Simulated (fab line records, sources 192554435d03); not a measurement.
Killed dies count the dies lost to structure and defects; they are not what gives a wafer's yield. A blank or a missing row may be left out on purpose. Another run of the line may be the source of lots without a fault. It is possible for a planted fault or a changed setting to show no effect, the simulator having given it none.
A struck lot beside a sound one + flow n5 finfet + 16 steps out of a route of 1938
Sound: these wafers, L547.2, L547.5, L547.6. Struck: wafers L567.1, L567.4, L567.6. The cause is named last.
At each step with rows: each side's tool, then ch and its chambers, then its first start. Under that, the readings that differ: sound wafers + struck wafers + difference of the means + sigmas: that difference in standard deviations of wafers without a fault.
alike: readings with means less than 2 such deviations apart, plus words and numbers identical on both sides. not compared: withheld readings, readings lacking a value on some wafer, bounds such as >300 that could conceal the same value, and numbers that have no deviation in the record and whose values overlap.
A row with sigmas, a row that says differs or no value, or rows on one side alone: a step with any of these is where the two part. Non-overlapping numbers with no deviation appear without sigmas and do not part them. Lack of a reading on every wafer of one side parts them only where that side has two or more wafers.

first, 2 steps without rows for these wafers: N5_HKMG_FIN_PEB_10 (peb time 60 s); N5_HKMG_FIN_DEVELOP_11 (develop time 30 s).
N5_HKMG_FIN_CD_MEAS_12 targets a cd of 92.8 nm.
  sound on cd sem-03 ch 0, day 4 06:52; struck on cd sem-01 ch 0, day 9 02:40
  alike: cd nm
N5_HKMG_FIN_OVL_MEAS_13:
  sound on overlay-01 ch 0, day 4 06:54; struck on overlay-02 ch 0, day 9 02:41
  alike: NWFM_OVL
N5_HKMG_FIN_INSPECT_14: inspects for defects (macro).
  struck on defect inspect-01, day 9 02:43; sound on defect inspect-01, day 4 06:55
  alike: raw defect count
N5_HKMG_FIN_DESCUM_17: chemistry O2, time 7.9 s.
  sound on rie diel-01 ch 0,2,3, day 4 07:05; struck on rie diel-01 ch 0,1,2, day 9 03:09
  alike: drypump motor current A, o2 flow sccm, oes product au, rf vpp V, showerhead plenum p Torr, throttle valve pct
  not compared: rf hours counter h
N5_HKMG_FIN_ETCH_31: etches SiARC in CF4, target depth 45.5 nm, time 75.8 s.
  sound on rie diel-01 ch 0,2,3, day 4 07:07; struck on rie diel-01 ch 0,1,2, day 9 03:11
  alike: bias w, drypump motor current A, etch rf on time s, oes product au, rf vpp V, showerhead plenum p Torr, throttle valve pct
  not compared: rf hours counter h
N5_HKMG_FIN_ETCH_32: etches SOC in N2/H2, target depth 240 nm, time 300 s.
  sound on rie diel-01 ch 0,2,3, day 4 07:11; struck on rie diel-01 ch 0,1,2, day 9 03:14
  alike: bias w, drypump motor current A, oes product au, rf vpp V, showerhead plenum p Torr, temp c, throttle valve pct
  not compared: rf hours counter h
then, 3 steps without rows for these wafers: N5_HKMG_FIN_STRIP_33 (strips in N2/H2); N5_HKMG_FIN_STRIP_34 (strips in CF4); N5_HKMG_FIN_ETCH_35 (etches SOC in N2/H2, target depth 215.8 nm, time 243.4 s).
N5_HKMG_FIN_STRIP_92: strips SOC in N2/H2, time 20 s.
  sound on rie diel-01 ch 0,2,3, day 4 07:32; struck on rie diel-01 ch 0,1,2, day 9 03:36
  alike: drypump motor current A, oes product au, rf vpp V, showerhead plenum p Torr, throttle valve pct
  not compared: rf hours counter h
N5_HKMG_FIN_WET_ETCH_18: etches TiN in SC1, time 55 s, target depth 5.2 nm, rinse time 30 s.
  sound on wet bench-03 ch 3,5,7, day 4 07:37; struck on wet bench-05 ch 1,3,6, day 9 03:42
  not compared: bath guard temp C, temp c
N5_HKMG_FIN_STRIP_19: strips in N2/H2, time 360 s.
  sound on plasma asher-02 ch 0,1, day 4 07:54; struck on plasma asher-02 ch 0, day 9 03:46
  alike: drypump motor current A, heater power w
  not compared: rf hours counter h
-- here the record skips 4 days between the struck wafers' starts before and after, leaving off in module HKMG_FIN and picking up in module BEOL_M4 (first step shown: number 1111 of the route) --
N5_BEOL_M4_RC_MEAS_101:
  sound on prober-02 ch 0, day 8 07:24; struck on prober-02 ch 0, day 13 07:02
  alike: DIBL_N, DIBL_P, IOFF_N, IOFF_P, ION_N, ION_P, SS_N, SS_P, VT_N, VT_P
-- here the record skips 4 days between the struck wafers' starts before and after, leaving off in module BEOL_M4 and picking up in module PASSIVATION (first step shown: number 1936 of the route) --
N5_PASSIVATION_PROBE_49:
  struck on prober-02, day 17 12:11; sound on prober-02, day 13 01:47
| reading         | sound    | struck | difference | sigmas |
|-----------------|----------|--------|------------|--------|
| killed_at_M4_up | 24 19 17 | 6 6 5  | -14        | -2     |
  alike: defect limited yield, killed_at_M0_to_M3, killed at contacts, killed at front end, killed at other, killed dies, killed open, killed short, sort_bin_5_function, sort_bin_6_memory, sort n pass, sort yield pct

## WHERE THEY PART
Within this record, at N5_PASSIVATION_PROBE_49 only.

WHY: the cause the simulator had injected
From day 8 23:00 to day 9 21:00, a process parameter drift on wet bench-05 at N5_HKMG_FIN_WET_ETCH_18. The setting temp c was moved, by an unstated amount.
